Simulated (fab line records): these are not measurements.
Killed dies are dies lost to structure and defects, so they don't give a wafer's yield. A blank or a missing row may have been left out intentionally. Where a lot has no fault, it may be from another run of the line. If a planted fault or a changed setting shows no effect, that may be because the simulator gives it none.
Which of the tools did it?	flow nand_harc	13 lots with 39 wafers sampled at 5 steps, on a route of 1302 steps

== WHAT THE GAUGES SHOWED, per wafer ==
NHARC_A_BONDPAD_THK_MEAS_30: measures by ellipsometry.
lot	measured	on	thk_nm (nm)
L615	day 23 10:44	film_metro-01	200.8 201.2 202.3
L616	day 23 23:27	film_metro-02	199.3 199.6 200.3
L617	day 23 09:26	film_metro-02	197.3 199.8 198.9
L619	day 24 09:29	film_metro-01	198.5 200.4 202.0
L621	day 25 15:38	film_metro-01	199.4 198.4 199.5
L620	day 25 09:39	film_metro-02	201.0 201.1 200.1
L622	day 26 09:37	film_metro-01	200.3 200.3 198.4
L624	day 27 03:25	film_metro-02	202.1 196.6 200.8
L627	day 27 19:38	film_metro-02	200.4 201.4 201.9
L628	day 28 00:07	film_metro-01	202.4 204.0 200.0
L634	day 30 21:12	film_metro-02	201.1 200.5 201.8
L637	day 31 17:46	film_metro-02	199.9 201.0 200.9
L636	day 31 20:00	film_metro-01	198.8 202.8 201.0

NHARC_A_BONDPAD_CD_MEAS_13.
lot	measured	on	cd_nm (nm)
L615	day 23 11:49	cd_sem-02	501.7 499.6 500.1
L616	day 24 00:33	cd_sem-01	501.5 502.7 498.0
L617	day 23 10:31	cd_sem-03	500.5 497.7 498.3
L619	day 24 10:28	cd_sem-01	499.6 500.2 501.3
L621	day 25 16:41	cd_sem-03	498.2 500.4 497.4
L620	day 25 10:44	cd_sem-03	502.3 498.9 500.6
L622	day 26 11:30	cd_sem-02	496.8 499.7 497.3
L624	day 27 04:31	cd_sem-02	502.9 499.1 499.8
L627	day 27 20:44	cd_sem-01	499.9 502.6 502.2
L628	day 28 01:13	cd_sem-01	498.2 497.7 498.4
L634	day 30 22:17	cd_sem-01	496.1 497.7 494.6
L637	day 31 18:44	cd_sem-03	498.8 499.9 498.5
L636	day 31 20:59	cd_sem-01	497.4 497.5 501.0

NHARC_END_SORT_01.
lot	measured	on	killed_at_array	killed_at_other	killed_at_periphery	killed_dies	killed_open	killed_short
L628	day 29 12:03	prober-01	124 107 115	0 1 0	4 0 4	128 108 119	5 3 2	3 2 2

== WHAT TOOL EACH LOT RAN ON (gives the tool, then ch and the chambers of the sampled wafers, and finally the start) ==
lot	NHARC_A_STAIRCASE_ETCH_271	NHARC_A_BONDPAD_ANNEAL_28
L615	rie_diel-01 ch 1,2, day 16 09:06	rtp_anneal-01 ch 0, day 23 13:11
L616	rie_diel-13 ch 2,3, day 16 20:49	rtp_anneal-02 ch 0, day 24 01:58
L617	rie_diel-06 ch 0,2,3, day 16 20:59	rtp_anneal-02 ch 0, day 23 11:53
L619	rie_diel-13 ch 0,1,2, day 17 23:47	rtp_anneal-01 ch 0, day 24 11:52
L621	rie_diel-01 ch 2,3, day 18 16:17	rtp_anneal-02 ch 0, day 25 18:06
L620	rie_diel-06 ch 0,1,2, day 18 16:40	rtp_anneal-02 ch 0, day 25 12:07
L622	rie_diel-06 ch 0,3, day 19 16:25	rtp_anneal-01 ch 0, day 26 13:35
L624	rie_diel-06 ch 0,1,2, day 20 08:07	rtp_anneal-02 ch 0, day 27 05:57
L627	rie_diel-01 ch 0,2,3, day 21 02:42	rtp_anneal-02 ch 0, day 27 22:08
L628	rie_diel-13 ch 1,2,3, day 21 12:20	rtp_anneal-02 ch 0, day 28 02:41
L634	rie_diel-06 ch 0,1, day 23 21:41	rtp_anneal-01 ch 0, day 30 23:40
L637	rie_diel-06 ch 0,1,3, day 25 08:35	rtp_anneal-01 ch 0, day 31 20:09
L636	rie_diel-06 ch 0,1,3, day 25 09:07	rtp_anneal-01 ch 0, day 31 22:31
- NHARC_A_STAIRCASE_ETCH_271: etches the open film in CF4/CHF3.
- NHARC_A_BONDPAD_ANNEAL_28: time 90 s.

== WHAT THE TOOLS THEMSELVES READ (means of the sampled wafers that have a number; where no wafer has one, the mark that the record gives instead) ==
NHARC_A_STAIRCASE_ETCH_271.
lot	tool	drypump_motor_current_A (A)	oes_product_au (a.u.)	rf_vpp_V (V)	showerhead_plenum_p_Torr (Torr)	throttle_valve_pct (%)
L615	rie_diel-01	5.7	0.943	371.3	1.57	16.801
L616	rie_diel-13	5.8	0.927	371.0	1.59	16.803
L617	rie_diel-06	5.6	0.967	370.1	1.56	16.808
L619	rie_diel-13	5.6	0.962	372.0	1.62	16.808
L621	rie_diel-01	5.9	0.955	371.5	1.63	16.807
L620	rie_diel-06	5.7	0.971	368.8	1.52	16.805
L622	rie_diel-06	5.3	0.961	369.3	1.53	16.801
L624	rie_diel-06	5.7	0.921	368.4	1.52	16.797
L627	rie_diel-01	5.7	0.941	372.1	1.63	16.807
L628	rie_diel-13	5.8	0.968	372.3	1.61	16.803
L634	rie_diel-06	5.4	0.963	372.0	1.63	16.795
L637	rie_diel-06	5.4	0.965	370.1	1.58	16.804
L636	rie_diel-06	5.4	0.944	370.5	1.58	16.804

NHARC_A_BONDPAD_ANNEAL_28.
lot	tool	anneal_temp_c_max	wafer_temp_C_max
L615	rtp_anneal-01	226.05	226.2
L616	rtp_anneal-02	225.88	225.9
L617	rtp_anneal-02	225.90	226.0
L619	rtp_anneal-01	225.70	226.4
L621	rtp_anneal-02	225.93	226.3
L620	rtp_anneal-02	226.03	226.1
L622	rtp_anneal-01	226.11	226.5
L624	rtp_anneal-02	225.69	225.9
L627	rtp_anneal-02	225.66	226.2
L628	rtp_anneal-02	225.71	226.1
L634	rtp_anneal-01	226.21	226.4
L637	rtp_anneal-01	225.93	227.0
L636	rtp_anneal-01	225.99	226.8

== THE ANSWER, worked out from the rows above alone ==
Rule: usual is defined by the lots themselves. The widest of any qualifying gaps counts: lots, ordered by their means at a reading, are off when they make up no more than a third of the lots, leave a main group of 4 or more, and stand apart from it by 3 or more times the standard deviation of that group's means. Not used: any main group whose means are identical at the precision the tables above print for the reading. A lot without any number at a reading at which 4 lots or more have one is off too. The other lots that the step has rows for count as sound. The gauges are gone through in route order, then the tools' own readings, and for those a lot's mean is taken as printed above. The first step at which some lot is off is used, and at that step the reading that is off furthest; a lot without a number counts as furthest.
Nothing can be told from this: no lot is off at any reading shown.

== WHAT THE SIMULATOR PUT IN ==
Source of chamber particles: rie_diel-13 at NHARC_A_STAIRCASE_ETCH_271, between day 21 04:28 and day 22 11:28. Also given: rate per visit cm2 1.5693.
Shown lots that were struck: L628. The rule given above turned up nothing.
